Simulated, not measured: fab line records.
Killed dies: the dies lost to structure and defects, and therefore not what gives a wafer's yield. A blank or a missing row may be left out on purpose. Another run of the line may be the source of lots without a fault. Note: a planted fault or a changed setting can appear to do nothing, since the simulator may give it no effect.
fab line records	flow nand_harc
[record] lots = 6	wafers = 18	last_day = 31
route steps=1302 shown A_M0@1162 A_M1@1169 END@1302
lots untouched by any fault: they come from a run of this same line in which no faults occurred
start_h: start of the lot's first displayed wafer, in hours after the record's first day	wait_h: time in hours since the lot's previous step	" unchanged from the row above	L1.1+2: a row that stands for several wafers	- either no value or no given start	* or withheld: withheld	< > ~ a bound
route shown NAME@n: a module of which the file shows steps, and the number in the route of the first	usual: the fault-free wafers' mean and standard deviation	same: alike in all rows	chamber/n: place in a boat	sites: each site's reading	_std_site: the values' standard deviation	_edge_site: outer sites' mean less inner sites'	radius_mm: for every site, how far away it sits from the centre of the wafer	mask NAME#n: copy n	behind: the tool/chamber that last shaped the wafer	hold: cause of the lot's hold/its duration in hours/its outcome	device: transistor that didn't switch, given as n, p or np	end of line: the same wafers' tests at the end of the route	a step without rows: its recipe alone	killed: dies lost to structure and defects at the first sort, not the wafer's yield	map: a wafer's dies, marking killed ones x, the rest . and places with no die _
set.NAME: setting as actually run; set.NAME@STEP: the setting as run at that earlier step	model.NAME: the simulator's own value behind a step, which no gauge read
lots at selected steps of the route; one table per step, one row per wafer
services: a tool's chamber out of use, with start hour (start_h, from the record's first day; less than 0 if before it), hours out, and reason
[[steps]]
[step NHARC_A_M0_CMP_23]
[recipe] t_overpolish_s = 20	target_thk_nm = 113.75
[usual] motor_current_A = 12.5/1	time_to_endpoint_s = 30/4
lot.wafer	tool	chamber	start_h	wait_h	motor_current_A	time_to_endpoint_s
L483.2	cmp-02	1	543.26	-	12.3	35
L483.3	"	2	"	"	13.6	30
L483.1	"	3	"	"	13.4	32
L488.3	cmp-01	2	561.34	-	10.8	28
L488.2	"	3	"	"	11.5	31
L488.6	"	1	"	"	14.4	28
L489.2	cmp-01	3	590.45	-	11.9	28
L489.4	"	0	"	"	12.2	23
L489.5	"	3	"	"	11.9	27
L493.1	cmp-01	3	624.80	-	11.7	28
L493.2	"	0	"	"	12.0	25
L493.6	"	1	"	"	14.4	30
L500.3	cmp-04	3	693.46	-	13.2	29
L500.1	"	1	"	"	12.7	28
L500.5	"	3	"	"	12.2	32
L502.3	cmp-04	1	714.66	-	13.1	27
L502.6	"	3	"	"	12.4	31
L502.5	"	0	"	"	10.5	33
[step NHARC_A_M0_THK_MEAS_24]
[recipe] thk_meas_gauge = xrf
[usual] thk_nm = 114.2/1.6
lot.wafer	tool	chamber	start_h	wait_h	thk_nm
L483.1	film_metro-01	-	543.57	-	112.9
L483.2	"	-	"	"	117.6
L483.3	"	-	"	"	114.5
L488.2	film_metro-02	-	561.60	-	114.8
L488.3	"	-	"	"	112.7
L488.6	"	-	"	"	112.1
L489.2	film_metro-01	-	590.76	-	115.0
L489.4	"	-	"	"	113.8
L489.5	"	-	"	"	113.3
L493.1	film_metro-02	-	625.06	-	113.2
L493.2	"	-	"	"	112.4
L493.6	"	-	"	"	113.4
L500.1	film_metro-01	-	693.75	-	113.2
L500.3	"	-	"	"	116.2
L500.5	"	-	"	"	113.8
L502.3	film_metro-02	-	714.93	-	114.3
L502.5	"	-	"	"	113.2
L502.6	"	-	"	"	112.8
[step NHARC_A_M0_SRD_25]
[step NHARC_A_M0_INSPECT_27]
[usual] raw_defect_count = 556/120
lot.wafer	tool	chamber	start_h	wait_h	raw_defect_count
L483.1	defect_inspect-01	-	543.73	0.0	499
L483.2	"	-	"	"	585
L483.3	"	-	"	"	525
L488.2	defect_inspect-02	-	561.76	0.0	506
L488.3	"	-	"	"	537
L488.6	"	-	"	"	646
L489.2	defect_inspect-01	-	590.92	0.0	639
L489.4	"	-	"	"	491
L489.5	"	-	"	"	700
L493.1	defect_inspect-01	-	625.22	0.0	841
L493.2	"	-	"	"	756
L493.6	"	-	"	"	583
L500.1	defect_inspect-01	-	693.91	0.0	562
L500.3	"	-	"	"	528
L500.5	"	-	"	"	621
L502.3	defect_inspect-01	-	715.08	0.0	666
L502.5	"	-	"	"	675
L502.6	"	-	"	"	492
[step NHARC_A_M0_PRE_CLEAN_31]
[recipe] time_s = 12	temp_c = 370	rf_power_w = 300	gas = NH3
[usual] heater_power_w = 682/79
lot.wafer	tool	chamber	start_h	wait_h	heater_power_w
L483.3	pecvd-02	2	543.79	0.1	681
L483.2	"	0	"	"	654
L483.1	"	1	"	"	688
L488.2	pecvd-04	1	561.87	0.1	754
L488.3	"	2	"	"	612
L488.6	"	2	"	"	603
L489.2	pecvd-01	0	591.00	0.1	600
L489.5	"	2	"	"	795
L489.4	"	1	"	"	714
L493.1	pecvd-02	0	625.30	0.1	589
L493.2	"	1	"	"	698
L493.6	"	2	"	"	622
L500.1	pecvd-02	2	693.97	0.1	620
L500.3	"	0	"	"	616
L500.5	"	2	"	"	609
L502.3	pecvd-04	2	715.16	0.1	597
L502.5	"	1	"	"	737
L502.6	"	2	"	"	607
[step NHARC_A_M0_DEP_32]
[recipe] target_thk_a = 300	temp_c = 370	target_thk_nm = 30	pressure_torr = 3	flow_sccm = 200	rf_w = 450	material = SiCN
[usual] heater_power_w = 634/91
lot.wafer	tool	chamber	start_h	wait_h	heater_power_w
L483.3	pecvd-02	2	543.87	0.1	668
L483.2	"	0	"	"	530
L483.1	"	1	"	"	705
L488.2	pecvd-04	1	561.94	0.1	707
L488.3	"	2	"	"	571
L488.6	"	2	"	"	584
L489.2	pecvd-01	0	591.11	0.1	598
L489.5	"	2	"	"	752
L489.4	"	1	"	"	666
L493.1	pecvd-02	0	625.41	0.1	492
L493.2	"	1	"	"	636
L493.6	"	2	"	"	588
L500.1	pecvd-02	2	694.05	0.1	590
L500.3	"	0	"	"	524
L500.5	"	2	"	"	588
L502.3	pecvd-04	2	715.27	0.1	577
L502.5	"	1	"	"	620
L502.6	"	2	"	"	581
[step NHARC_A_M1_DEP_00]
[recipe] target_thk_a = 1825	target_thk_nm = 182.5	temp_c = withheld	pressure_torr = 5	flow_sccm = 200	rf_w = 600	material = SiOC
[step NHARC_A_M1_DEHYDRATE_01]
[recipe] temp_c = 150	time_s = 120
[step NHARC_A_M1_HMDS_02]
[recipe] time_s = 30
[step NHARC_A_M1_COAT_34]
[recipe] temp_c = 200	time_s = 65
[step NHARC_A_M1_COAT_03]
[recipe] spin_rpm = 1500	resist_thk_nm = 90
[step NHARC_A_M1_SOFTBAKE_04]
[recipe] temp_c = 105	time_s = 55
[usual] chill_plate_temp_C = 23.02/0.11	heater_power_total_W = 188.44/0.13	resist_line_temp_C = 23.02/0.098
lot.wafer	tool	chamber	start_h	wait_h	chill_plate_temp_C	heater_power_total_W	resist_line_temp_C
L483.1	litho_track-04	0	544	-	22.92	188.40	23.19
L483.2	"	0	"	"	22.91	188.52	23.09
L483.3	"	0	"	"	22.96	188.63	23.04
L488.2	litho_track-06	0	562	-	22.95	193.39	23.02
L488.3	"	0	"	"	23.08	193.79	22.91
L488.6	"	0	"	"	23.04	193.41	22.87
L489.2	litho_track-06	0	591	-	23.14	193.75	22.97
L489.4	"	0	"	"	23.03	193.62	22.89
L489.5	"	0	"	"	22.97	193.36	23.01
L493.1	litho_track-04	0	626	-	23.12	188.26	23.09
L493.2	"	0	"	"	23.08	188.53	23.00
L493.6	"	0	"	"	23.06	188.40	23.09
L500.1	litho_track-06	0	694	-	23.26	188.39	23.08
L500.3	"	0	"	"	23.16	188.75	23.01
L500.5	"	0	"	"	23.18	188.54	22.99
L502.3	litho_track-01	0	716	-	22.87	188.55	23.14
L502.5	"	0	"	"	22.99	188.46	22.87
L502.6	"	0	"	"	22.86	188.50	23.17
[step NHARC_A_M1_EBR_05]
[step NHARC_END_SORT_01]
[recipe] temp_c = 25
[usual] defect_limited_yield = 91.6/2.4	killed_at_array = 52/16	killed_at_other = 0.8/0.98	killed_at_periphery = 4.2/2.9	killed_dies = 57/16	killed_open = 3.3/1.9	killed_short = 2.5/1.5	sort_bin_2_pct = 3.0/1	sort_bin_3_pct = 0.6/0.31	sort_bin_4_pct = 4.8/1.5	sort_n_pass = 620/16	sort_rim_yield_pct = 90/4.1	sort_yield_pct = 91.6/2.4
[same] gross_dies = 677	sort_bin_5_pct[%] = 0	sort_bin_6_pct[%] = 0	sort_bin_7_pct[%] = 0	sort_bin_8_pct[%] = 0	sort_rim_n_gross = 106.00
lot.wafer	tool	chamber	start_h	wait_h	defect_limited_yield[%]	killed_at_array	killed_at_other	killed_at_periphery	killed_dies	killed_open	killed_short	sort_bin_2_pct[%]	sort_bin_3_pct[%]	sort_bin_4_pct[%]	sort_n_pass	sort_rim_yield_pct[%]	sort_yield_pct[%]
L488.2	prober-02	0	595.40	2.8	88.8	76	0	0	76	6	1	4.3	1.0	5.9	601	92	88.8
L488.3	prober-02	0	596.18	3.1	86.4	88	0	4	92	4	3	3.8	0.7	9.0	585	82	86.4
L488.6	prober-02	0	598.53	3.9	89.5	70	0	1	71	4	4	3.1	0.9	6.5	606	91	89.5
L489.2	prober-02	0	625.46	2.7	91.9	49	0	6	55	4	2	2.4	1.3	4.4	622	84	91.9
L489.4	prober-02	0	627.05	3.4	90.0	63	1	4	68	3	2	4.4	0.4	5.2	609	79	90.0
L489.5	prober-02	0	627.85	3.7	88.6	72	0	5	77	4	4	4.6	0.9	5.9	600	92	88.6
L493.1	prober-02	0	663.31	2.5	90.0	58	3	7	68	1	3	4.1	0.6	5.3	609	91	90.0
L493.2	prober-02	0	664.11	2.8	88.5	73	2	3	78	0	1	3.7	0.6	7.2	599	86	88.5
L493.6	prober-02	0	667.29	4.0	93.5	35	3	6	44	3	1	2.1	0.3	4.1	633	92	93.5
L500.1	prober-02	0	734.22	2.5	89.5	67	1	3	71	2	2	3.8	0.7	5.9	606	89	89.5
L500.3	prober-02	0	735.80	3.1	89.2	63	1	9	73	4	4	4.0	1.0	5.8	604	87	89.2
L500.5	prober-02	0	737.38	3.7	89.8	61	2	6	69	2	4	3.4	0.6	6.2	608	91	89.8
L502.3	prober-01	0	753.06	3.1	92.3	50	0	2	52	2	1	2.2	0.4	5.0	625	89	92.3
L502.5	prober-01	0	754.67	3.7	92.5	46	0	5	51	4	0	2.7	0.6	4.3	626	92	92.5
L502.6	prober-01	0	755.48	4.0	92.3	47	0	5	52	6	3	2.5	0.4	4.7	625	92	92.3
// killed by level:class
L488.2 A_CHANNEL_HOLE_D1:chamber_film_flake=34 A_SLIT:chamber_film_flake=19 A_CHANNEL_HOLE_D2:chamber_film_flake=7 A_CONTACT:chamber_film_flake=4 A_ONON_D2:geometric_particle:open=2 A_CHANNEL_FILL_D1:chamber_film_flake=2 A_BONDPAD:chamber_film_flake=2 A_ONON_D1:geometric_particle:short=1
L488.3 A_CHANNEL_HOLE_D1:chamber_film_flake=39 A_SLIT:chamber_film_flake=18 A_CHANNEL_HOLE_D2:chamber_film_flake=13 A_CONTACT:chamber_film_flake=8 A_DECK1_JOINT:chamber_film_flake=2 A_BONDPAD:chamber_film_flake=2 P_GATE:geometric_particle:open=1 P_M0:geometric_particle:open=1
L488.6 A_SLIT:chamber_film_flake=30 A_CHANNEL_HOLE_D1:chamber_film_flake=16 A_BONDPAD:chamber_film_flake=6 A_CHANNEL_HOLE_D2:chamber_film_flake=4 A_WL_FILL:geometric_particle:short=2 A_STAIRCASE:chamber_film_flake=2 A_CHANNEL_FILL_D1:chamber_film_flake=2 A_CONTACT:chamber_film_flake=2
L489.2 A_CHANNEL_HOLE_D2:chamber_film_flake=18 A_SLIT:chamber_film_flake=14 A_STAIRCASE:chamber_film_flake=5 A_M1:chamber_film_flake=4 A_CHANNEL_HOLE_D1:chamber_film_flake=3 A_CONTACT:chamber_film_flake=3 P_CONTACT:geometric_particle:open=2 P_CONTACT:geometric_particle:short=1
L489.4 A_SLIT:chamber_film_flake=23 A_CHANNEL_HOLE_D2:chamber_film_flake=20 A_STAIRCASE:chamber_film_flake=4 A_M1:chamber_film_flake=4 A_CHANNEL_HOLE_D1:chamber_film_flake=3 A_SGD_CUT:chamber_film_flake=2 P_GATE:geometric_particle:open=1 A_CHANNEL_HOLE_D1:geometric_particle:short=1
L489.5 A_CHANNEL_HOLE_D2:chamber_film_flake=29 A_SLIT:chamber_film_flake=26 A_CHANNEL_FILL_D1:chamber_film_flake=3 A_M0:chamber_film_flake=3 A_CHANNEL_HOLE_D1:chamber_film_flake=2 A_STAIRCASE:chamber_film_flake=2 P_CONTACT:geometric_particle:short=1 P_M0:geometric_particle:short=1
L493.1 A_SLIT:chamber_film_flake=21 A_CHANNEL_HOLE_D2:chamber_film_flake=15 A_CHANNEL_HOLE_D1:chamber_film_flake=8 P_CONTACT:chamber_film_flake=6 A_CONTACT:chamber_film_flake=4 THIN_TSV:chamber_film_flake=3 A_BLC:chamber_film_flake=3 P_M2:geometric_particle:open=1
L493.2 A_SLIT:chamber_film_flake=40 A_CHANNEL_HOLE_D2:chamber_film_flake=10 A_CHANNEL_HOLE_D1:chamber_film_flake=8 A_BLC:chamber_film_flake=4 P_CONTACT:chamber_film_flake=3 A_ZERO_WELL:chamber_film_flake=2 A_STAIRCASE:chamber_film_flake=2 A_CHANNEL_FILL_D1:chamber_film_flake=2
L493.6 A_SLIT:chamber_film_flake=12 A_CHANNEL_HOLE_D2:chamber_film_flake=7 A_BLC:chamber_film_flake=5 P_CONTACT:chamber_film_flake=4 A_CHANNEL_HOLE_D1:chamber_film_flake=3 THIN_TSV:chamber_film_flake=3 A_STAIRCASE:chamber_film_flake=2 A_CONTACT:chamber_film_flake=2
L500.1 A_CHANNEL_HOLE_D2:chamber_film_flake=35 A_SLIT:chamber_film_flake=19 A_STAIRCASE:chamber_film_flake=7 A_CHANNEL_HOLE_D1:chamber_film_flake=2 A_CONTACT:chamber_film_flake=2 P_M0:geometric_particle:open=1 A_DECK1_JOINT:geometric_particle:short=1 A_ONON_D2:geometric_particle:open=1
L500.3 A_SLIT:chamber_film_flake=25 A_CHANNEL_HOLE_D2:chamber_film_flake=21 A_CHANNEL_HOLE_D1:chamber_film_flake=5 P_M2:chamber_film_flake=3 A_STAIRCASE:chamber_film_flake=3 P_STI:chamber_film_flake=2 A_WL_FILL:chamber_film_flake=2 A_CONTACT:chamber_film_flake=2
L500.5 A_SLIT:chamber_film_flake=22 A_CHANNEL_HOLE_D2:chamber_film_flake=21 A_CHANNEL_HOLE_D1:chamber_film_flake=8 A_CHANNEL_FILL_D2:geometric_particle:short=2 P_M2:chamber_film_flake=2 A_STAIRCASE:chamber_film_flake=2 A_CONTACT:chamber_film_flake=2 THIN_TSV:chamber_film_flake=2
L502.3 A_CHANNEL_HOLE_D2:chamber_film_flake=22 A_CHANNEL_HOLE_D1:chamber_film_flake=13 A_SLIT:chamber_film_flake=9 A_WL_FILL:chamber_film_flake=3 P_M0:geometric_particle:open=1 A_DECK1_JOINT:geometric_particle:short=1 A_BLC:geometric_particle:open=1 P_GATE:chamber_film_flake=1
L502.5 A_CHANNEL_HOLE_D2:chamber_film_flake=22 A_CHANNEL_HOLE_D1:chamber_film_flake=12 A_SLIT:chamber_film_flake=5 A_CONTACT:chamber_film_flake=3 P_STI:geometric_particle:open=1 P_GATE:geometric_particle:open=1 P_CONTACT:geometric_particle:open=1 A_ONON_D1:geometric_particle:open=1
L502.6 A_CHANNEL_HOLE_D2:chamber_film_flake=15 A_CONTACT:chamber_film_flake=8 A_CHANNEL_HOLE_D1:chamber_film_flake=7 A_SLIT:chamber_film_flake=6 P_GATE:chamber_film_flake=3 A_WL_FILL:chamber_film_flake=3 A_CHANNEL_FILL_D1:geometric_particle:short=2 A_ONON_D2:geometric_particle:open=2
[[services]]
tool	chamber	start_h	hours	kind
cmp-02	-	526.60	4.0	pm
litho_track-06	-	529.00	7.0	pm
cmp-01	-	532.99	0.2	repair
cmp-04	-	538.32	4.0	pm
cmp-01	-	541.57	3.4	repair
litho_track-04	-	553.00	7.0	pm
pecvd-02	0	569.85	11.1	repair
cmp-01	-	580.24	4.0	pm
pecvd-02	-	589.03	13.0	pm
pecvd-02	0	589.03	13.0	vent_cycle
pecvd-02	1	589.03	13.0	vent_cycle
pecvd-02	2	589.03	21.3	vent_cycle
cmp-01	-	602.62	1.3	repair
cmp-04	-	623.24	2.1	repair
cmp-02	-	624.60	4.0	pm
cmp-01	-	625.81	5.6	repair
pecvd-04	-	631.04	13.0	pm
cmp-04	-	636.32	4.0	pm
cmp-01	-	636.66	2.2	repair
pecvd-01	-	673.34	13.0	pm
cmp-01	-	678.33	4.0	pm
cmp-04	-	678.39	1.2	repair
litho_track-01	-	680.00	7.0	pm
litho_track-06	-	704.00	7.0	pm
[[key]]
[first_sign] step = NHARC_A_M1_SOFTBAKE_04	reading = heater_power_total_W	direction = up	sigmas = 39	usual = *	struck = *
effect none on later readings
met_at NHARC_A_M1_SOFTBAKE_04
struck_wafers L488.2,L488.3,L488.6,L489.2,L489.4,L489.5
[fault] kind = process_parameter_drift	tool = litho_track-06	chamber = -	onset_h = 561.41	steps = NHARC_A_M1_SOFTBAKE_04	channel = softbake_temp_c	offset = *	shape = step	end_h = 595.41	acts_in = *	stated = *
